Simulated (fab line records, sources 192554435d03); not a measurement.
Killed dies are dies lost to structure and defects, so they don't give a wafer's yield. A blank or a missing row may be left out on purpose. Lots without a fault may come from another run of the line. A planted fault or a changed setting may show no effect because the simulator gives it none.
Problem report in the 8D (eight disciplines) form, filled by code | flow n5_finfet | the parts of the form that need people (team, actions taken, sign-off) are left out

1. THE PROBLEM
killed_at_M4_up at N5_PASSIVATION_PROBE_49 reads a mean of 154 on 6 wafers of 2 lots; wafers without a fault read 15 with a standard deviation of 5.6. That is +25 standard deviations from the usual mean.
First seen on wafer L458.2, day 14 00:21, on prober-01. The record holds 9 wafers of 3 lots with a number at this step. Rule for "out", or "out of limits": more than 4 standard deviations from the usual mean. The other wafers with a number count as sound.

2. WHAT IT IS AND WHAT IT IS NOT
question                    | is                                                                              | is not
which readings at this step | killed_at_M4_up, defect_limited_yield, killed_dies, sort_n_pass, sort_yield_pct | killed_at_M0_to_M3, killed_at_contacts, killed_at_front_end, killed_at_other, killed_open, sort_bin_6_memory, sort_bin_8_speed
which lots                  | L458, L466                                                                      | L471
which wafers of those lots  | all that have a number                                                          | -
read on which tools         | prober-01                                                                       | prober-02
when                        | from day 14 00:21                                                               | up to then (0 sound wafers); but 3 sound wafers of L471 came after

3. SUSPECTS, AND WHAT RULES EACH OUT
Counting: a tool at a process step up to the reading stays a suspect if it ran every lot that is out and no sound lot after the first of them.
- ald_metal-03 at N5_BEOL_M11_ALD_74 (deposits TaN, target thk 2 nm, pulse time 2 s, purge time 3 s): kept. It ran every lot that is out, first L458 (day 12 00:23), and no sound lot after that.
- pecvd-02 at N5_PASSIVATION_PECVD_01 (deposits SiNx from SiH4/NH3/N2, target thk 200 nm, time 43.2 s): kept. It ran every lot that is out, first L458 (day 13 14:01), and no sound lot after that.
- prober-01 at N5_PASSIVATION_PROBE_49: kept. It ran every lot that is out, first L458 (day 14 00:21), and no sound lot after that. Its own readings are out on those wafers: defect_limited_yield, killed_at_M4_up, killed_dies, sort_n_pass, sort_yield_pct.
Left after counting: ald_metal-03 at N5_BEOL_M11_ALD_74, pecvd-02 at N5_PASSIVATION_PECVD_01, prober-01 at N5_PASSIVATION_PROBE_49.

4. THE CAUSE (what the simulator had put in)
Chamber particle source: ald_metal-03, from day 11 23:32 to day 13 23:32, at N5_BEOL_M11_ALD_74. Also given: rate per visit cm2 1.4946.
Counting left 3 suspects, and this tool is among them.

5. THE CHAIN OF EFFECTS, in route order
Each row: a reading whose mean over the struck wafers that have a number lies more than 3 standard deviations from the usual. Only readings for which the record gives a usual standard deviation are gone through. hours: the time from each lot's start at the first step in this table that gives one to its start at this step, as a median over the lots. sigmas: the change in usual standard deviations.
hours | step                    | reading              | usual  | on struck wafers | change | sigmas
0     | N5_PASSIVATION_PROBE_49 | defect_limited_yield | 91.4 % | 80.7             | -10.7  | -7.1
0     | N5_PASSIVATION_PROBE_49 | killed_at_M4_up      | 15     | 154              | +139   | +25
0     | N5_PASSIVATION_PROBE_49 | killed_dies          | 102    | 228              | +126   | +7.4
0     | N5_PASSIVATION_PROBE_49 | sort_bin_5_function  | 5.1 %  | 11.8             | +6.7   | +6.9
0     | N5_PASSIVATION_PROBE_49 | sort_n_pass          | 1078   | 952              | -126   | -7.0
0     | N5_PASSIVATION_PROBE_49 | sort_yield_pct       | 91.3 % | 80.7             | -10.6  | -7.1
The process steps in it:
- N5_PASSIVATION_PROBE_49

6. WHAT WOULD HAVE CAUGHT IT SOONER
In this record the first reading out of limits was taken at day 14 00:21, 49 hours after the fault began at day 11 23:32.
Of the tool readings at N5_BEOL_M11_ALD_74 for which the record gives a usual standard deviation, none was out on any struck wafer, so an alarm limit of 4 standard deviations on them would not have fired.
All the lots that are out (2) had begun N5_BEOL_M11_ALD_74 on ald_metal-03 by day 14 00:21. A hold on the tool at that time would have spared none of them.
